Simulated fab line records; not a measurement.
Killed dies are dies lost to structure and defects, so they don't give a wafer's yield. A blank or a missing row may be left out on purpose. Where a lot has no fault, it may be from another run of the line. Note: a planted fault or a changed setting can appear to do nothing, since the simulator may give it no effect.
Matching of chambers || flow n5Finfet || N5_BEOL_M2_DEP_57 on pecvd-01 has 3 sister chambers
The step deposits SiCN from 3MS/NH3, target thk 8 nm, time 14 s. 16 wafers are shown with their chamber, then 8 later ones without.

## WAFERS WITH THEIR CHAMBER
{"wafer": "L075.1", "chamber": 1, "showerheadPlenumPTorr (Torr)": 3.654, "throttleValvePct (%)": 9.0}
{"wafer": "L075.2", "chamber": 0, "showerheadPlenumPTorr (Torr)": 3.683, "throttleValvePct (%)": 9.2}
{"wafer": "L075.3", "chamber": 2, "showerheadPlenumPTorr (Torr)": 3.631, "throttleValvePct (%)": 8.6}
{"wafer": "L075.4", "chamber": 0, "showerheadPlenumPTorr (Torr)": 3.679, "throttleValvePct (%)": 9.0}
{"wafer": "L075.5", "chamber": 2, "showerheadPlenumPTorr (Torr)": 3.627, "throttleValvePct (%)": 8.4}
{"wafer": "L075.6", "chamber": 1, "showerheadPlenumPTorr (Torr)": 3.653, "throttleValvePct (%)": 8.9}
{"wafer": "L081.2", "chamber": 1, "showerheadPlenumPTorr (Torr)": 3.668, "throttleValvePct (%)": 8.8}
{"wafer": "L081.3", "chamber": 2, "showerheadPlenumPTorr (Torr)": 3.624, "throttleValvePct (%)": 8.3}
{"wafer": "L081.4", "chamber": 0, "showerheadPlenumPTorr (Torr)": 3.679, "throttleValvePct (%)": 9.1}
{"wafer": "L086.1", "chamber": 1, "showerheadPlenumPTorr (Torr)": 3.663, "throttleValvePct (%)": 8.8}
{"wafer": "L086.2", "chamber": 0, "showerheadPlenumPTorr (Torr)": 3.688, "throttleValvePct (%)": 8.8}
{"wafer": "L086.3", "chamber": 2, "showerheadPlenumPTorr (Torr)": 3.631, "throttleValvePct (%)": 8.3}
{"wafer": "L086.4", "chamber": 0, "showerheadPlenumPTorr (Torr)": 3.684, "throttleValvePct (%)": 9.1}
{"wafer": "L086.5", "chamber": 1, "showerheadPlenumPTorr (Torr)": 3.653, "throttleValvePct (%)": 8.6}
{"wafer": "L086.6", "chamber": 2, "showerheadPlenumPTorr (Torr)": 3.629, "throttleValvePct (%)": 8.5}
{"wafer": "L087.3", "chamber": 1, "showerheadPlenumPTorr (Torr)": 3.665, "throttleValvePct (%)": 8.5}

SIGNATURES (means of the wafers above)
{"reading": "showerheadPlenumPTorr", "chamber 0": 3.68260, "chamber 1": 3.65933, "chamber 2": 3.62840, "scatter within a chamber": 0.00497}
{"reading": "throttleValvePct", "chamber 0": 9.040, "chamber 1": 8.767, "chamber 2": 8.420, "scatter within a chamber": 0.16}
Rule: for a wafer and a chamber, the distance is found by dividing, reading by reading, the gap between the wafer's reading and the chamber's mean by the reading's scatter, squaring, summing and taking the root. If the next closest chamber is less than 2 further off than the closest, the wafer can't be placed; otherwise it belongs to the closest. The scatter: the root of (the sum of the squares of (reading less its chamber's mean) over the shown wafers, divided by (wafers less chambers)).

## WAFERS WITH NO CHAMBER GIVEN
{"wafer": "L087.4", "showerheadPlenumPTorr (Torr)": 3.657, "throttleValvePct (%)": 8.6}
{"wafer": "L087.6", "showerheadPlenumPTorr (Torr)": 3.678, "throttleValvePct (%)": 8.8}
{"wafer": "L090.2", "showerheadPlenumPTorr (Torr)": 3.689, "throttleValvePct (%)": 9.0}
{"wafer": "L090.3", "showerheadPlenumPTorr (Torr)": 3.629, "throttleValvePct (%)": 8.4}
{"wafer": "L090.5", "showerheadPlenumPTorr (Torr)": 3.660, "throttleValvePct (%)": 8.8}
{"wafer": "L093.2", "showerheadPlenumPTorr (Torr)": 3.631, "throttleValvePct (%)": 8.5}
{"wafer": "L093.4", "showerheadPlenumPTorr (Torr)": 3.668, "throttleValvePct (%)": 8.7}
{"wafer": "L093.6", "showerheadPlenumPTorr (Torr)": 3.685, "throttleValvePct (%)": 9.1}

## THE CHAMBER EACH PASSED THROUGH
{"wafer": "L087.4", "from the rows above": 1, "in truth": 1}
{"wafer": "L087.6", "from the rows above": "can't be placed: 0 or 1", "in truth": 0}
{"wafer": "L090.2", "from the rows above": 0, "in truth": 0}
{"wafer": "L090.3", "from the rows above": 2, "in truth": 2}
{"wafer": "L090.5", "from the rows above": 1, "in truth": 1}
{"wafer": "L093.2", "from the rows above": 2, "in truth": 2}
{"wafer": "L093.4", "from the rows above": "can't be placed: 1 or 0", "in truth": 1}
{"wafer": "L093.6", "from the rows above": 0, "in truth": 0}
Correct placement for 6 of the 8. From these rows, 2 cannot be placed; in 2 the true chamber is one of the candidates. Wrongly placed: 0.
